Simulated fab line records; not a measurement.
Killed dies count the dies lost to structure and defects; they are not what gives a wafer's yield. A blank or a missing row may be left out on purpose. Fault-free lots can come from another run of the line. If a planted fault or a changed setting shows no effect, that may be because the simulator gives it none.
A struck lot beside a sound one -- flow nand-harc -- 14 steps out of a route of 1159
Sound: wafers L225.1, L225.4, L225.6. Struck: wafer L231.5 (L231.2, L231.3, from the same lot, were not struck and are left out); the cause is given at the end.
For every step that has rows: the tool of each side, followed by ch and its chambers, followed by its first start. Under that, the readings that differ: sound wafers -- struck wafers -- difference of the means -- sigmas: that difference in standard deviations of wafers without a fault.
alike: readings whose means differ by less than 2 such deviations, and words and numbers that are the same on both sides. not compared: withheld readings, readings that some wafer has no value for, bounds like >300 that may hide the same value, and numbers for which the record gives no deviation and whose values overlap.
The two part at a step that has a row with sigmas, a row that says differs or no value, or rows on one side only. Numbers that don't overlap but have no deviation are shown without sigmas and don't part them. Lack of a reading on every wafer of one side parts them only where that side has two or more wafers.

NHARC_A_SOURCE_PLATE_THK_MEAS_09: measures by ellipsometry.
  sound on film-metro-02, day 7 07:40; struck on film-metro-01, day 9 00:24
  alike: thk-nm
then, 3 steps without rows for these wafers: NHARC_A_SOURCE_PLATE_PVD_04 (deposits WSi2, target thk 50 nm); NHARC_A_SOURCE_PLATE_CVD_03 (deposits poly-Si, target thk 200 nm, time 4000 s); NHARC_A_SOURCE_PLATE_ANNEAL_05 (time 1800 s).
NHARC_A_SOURCE_PLATE_THK_MEAS_06: measures by ellipsometry.
  sound on film-metro-01, day 7 20:47; struck on film-metro-02, day 9 15:54
  alike: thk-nm
NHARC_A_SOURCE_PLATE_INSPECT_08:
  sound on defect-inspect-01, day 7 20:52; struck on defect-inspect-01, day 9 15:58
reading,sound,struck,difference,sigmas
raw-defect-count,61 51 81,113,+49,+2
after that, 1 step with no rows for these wafers: NHARC_A_ONON_D1_DEP_00 (target thk 1000 nm).
NHARC_A_ONON_D1_THK_MEAS_02: measures by ellipsometry.
  sound on film-metro-02, day 7 21:26; struck on film-metro-01, day 9 16:32
  alike: thk-nm
after that, 1 step with no rows for these wafers: NHARC_A_ONON_D1_DEP_03 (target thk 1000 nm).
NHARC_A_ONON_D1_THK_MEAS_05: measures by ellipsometry.
  sound on film-metro-02, day 7 22:08; struck on film-metro-01, day 9 17:06
  alike: thk-nm
NHARC_A_ONON_D1_DEP_06: target thk 1000 nm.
  sound on pecvd-onon-03 ch 0, day 7 22:11; struck on pecvd-onon-03 ch 0, day 9 17:13
  alike: nh3-flow-sccm
NHARC_A_ONON_D1_THK_MEAS_08: measures by ellipsometry.
  sound on film-metro-01, day 7 22:42; struck on film-metro-01, day 9 17:40
reading,sound,struck,difference,sigmas
thk-nm (nm),998 999 997,1559,+561,+68
after that, 1 step with no rows for these wafers: NHARC_A_ONON_D1_DEP_09 (target thk 1000 nm).
-- record jumps: 12 days between struck wafers' starts before vs after; left off in module A_ONON_D1, resumes in module END, first step shown is number 1159 of the route --
NHARC_END_SORT_01:
  only the struck wafers appear in the record here, on prober-02 ch 0 at day 21 17:59; the sound ones have no rows

## WHERE THEY PART
Earliest at NHARC_A_SOURCE_PLATE_INSPECT_08; latest, in this record, at NHARC_END_SORT_01.

WHY: whatever the simulator had introduced
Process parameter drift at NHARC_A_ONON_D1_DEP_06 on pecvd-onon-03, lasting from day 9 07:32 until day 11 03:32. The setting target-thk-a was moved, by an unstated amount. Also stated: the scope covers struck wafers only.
